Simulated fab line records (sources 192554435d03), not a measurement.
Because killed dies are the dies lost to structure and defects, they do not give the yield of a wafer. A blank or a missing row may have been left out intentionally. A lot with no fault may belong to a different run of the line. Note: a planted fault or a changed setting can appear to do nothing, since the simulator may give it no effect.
Code-filled problem report in 8D (eight disciplines) form	flow n5 finfet	the parts of the form that need people (team, actions taken, sign-off) are left out

== 1. THE PROBLEM ==
Mean M7_OVL at N5_BEOL_M7_OVL_MEAS_12: 16.8 nm over 9 wafers in 3 lots; fault-free wafers: 0.1 nm, standard deviation 0.74. Measured from the usual mean, that is +23 standard deviations.
Seen first at day 10 15:00 on overlay-01, wafer L445.3. At this step, 36 wafers from 12 lots have a number in the record. By rule, "out" or "out of limits" means more than 4 standard deviations away from the usual mean. The other wafers with a number count as sound.

== 2. WHAT IT IS, AND WHAT IT ISN'T ==
question	is	is not
which readings at this step	M7_OVL	-
which lots	L445, L446, L448	L438, L439, L441, L442, L452, L455, L458, L459, L460
which wafers of those lots	all that have a number	-
read on which gauges	overlay-01, overlay-02	-
when	from day 10 15:00	up to then (9 sound wafers); but 18 sound wafers of L439, L452, L455, L458, L459, L460 came after

== 3. SUSPECTS, AND WHAT RULES EACH OUT ==
Counting: a tool stays on the suspect list if, at a process step up to the reading, it processed all lots that are out and no sound lot following the first of them.
- ruled out: the gauge at N5_BEOL_M7_OVL_MEAS_12. 2 gauges (overlay-01, overlay-02) read the wafers that are out.
- arfi scanner-03 at N5_BEOL_M7_EXPOSE_08 (exposes mask M7): kept. It processed each lot that is out, first L445 at day 10 14:51, and no sound lot thereafter; up to then, the last sound lot it processed was L442 at day 9 22:49.
The count leaves arfi scanner-03 at N5_BEOL_M7_EXPOSE_08.

== 4. THE CAUSE (what the simulator had put in) ==
Scanner matching overlay: arfi scanner-03, from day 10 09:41 on, at N5_BEOL_M7_EXPOSE_08. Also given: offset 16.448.
Counting left only this tool.

== 5. SEQUENCE OF EFFECTS, ordered by route ==
Each row: a reading where the mean over the struck wafers with a number is more than 3 standard deviations away from the usual. Only readings for which the record gives a usual standard deviation are gone through. hours: the time from each lot's start at the first step in this table that gives one to its start at this step, as a median over the lots. sigmas: the change in usual standard deviations.
hours	step	reading	usual	on struck wafers	change	sigmas
0	N5_BEOL_M7_OVL_MEAS_12	M7_OVL	0.1 nm	16.8	+16.7	+23

== 6. HOW IT WOULD HAVE BEEN CAUGHT EARLIER ==
The first out-of-limits reading at a measuring or inspecting step in this record came at day 10 15:00, 5 hours after the fault's start at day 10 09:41.
Of the lots that are out (3), L446, L448 began N5_BEOL_M7_EXPOSE_08 on arfi scanner-03 after day 10 15:00. A hold on the tool at that time would have spared those 2.
